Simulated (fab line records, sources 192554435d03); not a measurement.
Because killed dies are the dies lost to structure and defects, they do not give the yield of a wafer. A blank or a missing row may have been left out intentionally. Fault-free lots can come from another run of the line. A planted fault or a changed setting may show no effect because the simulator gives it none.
Lot-split experiment :: flow n5-finfet :: 21 wafers read across 7 lots, on a route 1938 steps long

## SPLIT DETAILS
At N5_HKMG_FIN_ETCH_54 (etches SiARC in CF4, target depth 45.5 nm, time 75.8 s), the setting bias-w was moved away from the recipe's 36 W on 6 of the 21 wafers read, by -6.3% to +15.0%. For the rest of the wafers, this setting stayed at what the recipe calls for.

The reading comes from the split's own step.

## THE READING
rf-vpp-V, in V, at N5_HKMG_FIN_ETCH_54 (etches SiARC in CF4, target depth 45.5 nm, time 75.8 s). On this fab line, fault-free wafers typically give 183.8 V with a standard deviation of 1 V.

wafer: L080.1
tool, chamber at the split: rie-diel-01, 3
bias-w as run, W: 36
against the recipe: recipe
rf-vpp-V, V: 184.6
against lot-mates on the recipe: -

wafer: L080.4
tool, chamber at the split: rie-diel-01, 1
bias-w as run, W: 36
against the recipe: recipe
rf-vpp-V, V: 185.1
against lot-mates on the recipe: -

wafer: L080.5
tool, chamber at the split: rie-diel-01, 2
bias-w as run, W: 36
against the recipe: recipe
rf-vpp-V, V: 182.1
against lot-mates on the recipe: -

wafer: L083.1
tool, chamber at the split: rie-diel-03, 3
bias-w as run, W: 36
against the recipe: recipe
rf-vpp-V, V: 184.0
against lot-mates on the recipe: -

wafer: L083.4
tool, chamber at the split: rie-diel-03, 1
bias-w as run, W: 36
against the recipe: recipe
rf-vpp-V, V: 182.6
against lot-mates on the recipe: -

wafer: L083.5
tool, chamber at the split: rie-diel-03, 2
bias-w as run, W: 36
against the recipe: recipe
rf-vpp-V, V: 182.2
against lot-mates on the recipe: -

wafer: L085.3
tool, chamber at the split: rie-diel-03, 2
bias-w as run, W: 36
against the recipe: recipe
rf-vpp-V, V: 182.9
against lot-mates on the recipe: -

wafer: L085.5
tool, chamber at the split: rie-diel-03, 2
bias-w as run, W: 33.72
against the recipe: -6.3%
rf-vpp-V, V: 175.2
against lot-mates on the recipe: -7.7

wafer: L085.6
tool, chamber at the split: rie-diel-03, 1
bias-w as run, W: 33.72
against the recipe: -6.3%
rf-vpp-V, V: 177.8
against lot-mates on the recipe: -5.1

wafer: L087.1
tool, chamber at the split: rie-diel-03, 1
bias-w as run, W: 36
against the recipe: recipe
rf-vpp-V, V: 185.3
against lot-mates on the recipe: -

wafer: L087.2
tool, chamber at the split: rie-diel-03, 0
bias-w as run, W: 41.41
against the recipe: +15.0%
rf-vpp-V, V: 202.3
against lot-mates on the recipe: +17.0

wafer: L087.6
tool, chamber at the split: rie-diel-03, 3
bias-w as run, W: 41.41
against the recipe: +15.0%
rf-vpp-V, V: 201.6
against lot-mates on the recipe: +16.3

wafer: L088.1
tool, chamber at the split: rie-diel-06, 2
bias-w as run, W: 37.91
against the recipe: +5.3%
rf-vpp-V, V: 191.3
against lot-mates on the recipe: +8.2

wafer: L088.2
tool, chamber at the split: rie-diel-06, 3
bias-w as run, W: 37.91
against the recipe: +5.3%
rf-vpp-V, V: 190.2
against lot-mates on the recipe: +7.1

wafer: L088.6
tool, chamber at the split: rie-diel-06, 0
bias-w as run, W: 36
against the recipe: recipe
rf-vpp-V, V: 183.1
against lot-mates on the recipe: -

wafer: L095.1
tool, chamber at the split: rie-diel-03, 2
bias-w as run, W: 36
against the recipe: recipe
rf-vpp-V, V: 187.0
against lot-mates on the recipe: -

wafer: L095.3
tool, chamber at the split: rie-diel-03, 0
bias-w as run, W: 36
against the recipe: recipe
rf-vpp-V, V: 183.7
against lot-mates on the recipe: -

wafer: L095.4
tool, chamber at the split: rie-diel-03, 1
bias-w as run, W: 36
against the recipe: recipe
rf-vpp-V, V: 185.4
against lot-mates on the recipe: -

wafer: L096.3
tool, chamber at the split: rie-diel-01, 1
bias-w as run, W: 36
against the recipe: recipe
rf-vpp-V, V: 184.4
against lot-mates on the recipe: -

wafer: L096.5
tool, chamber at the split: rie-diel-01, 0
bias-w as run, W: 36
against the recipe: recipe
rf-vpp-V, V: 182.9
against lot-mates on the recipe: -

wafer: L096.6
tool, chamber at the split: rie-diel-01, 1
bias-w as run, W: 36
against the recipe: recipe
rf-vpp-V, V: 185.1
against lot-mates on the recipe: -

FIT RESULTS
A straight line over all 21 wafers: rf-vpp-V changes by +1.2 V for each +1% of bias-w; r = +0.98; the points scatter about the line by 1.3 V.
The same after taking each lot's own level away (the mean of its wafers on the recipe; 21 wafers): +1.12 V for each +1%; r = +0.98; scatter 1.1 V.
The reading moves by 17 V for the largest change in bias-w, on that fit.
Across the lots, their own levels run from 182.90 to 185.37 V, a range of 2.5 times the standard deviation given above.
The two slopes agree, so the slope changes little with the lot-to-lot level.
Check: +17 V against its lot-mates is what the line predicts for one of the wafers moved furthest among these (+15.0%) when that wafer is left out of the fit. It came out at +17 V against them.
Tool readings at the split's step, against how far the setting was moved: rf-vpp-V r = +0.98.

## THE FILE'S OWN FIT
rf-vpp-V changes by +1.13 V for each +1% of bias-w, r = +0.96.
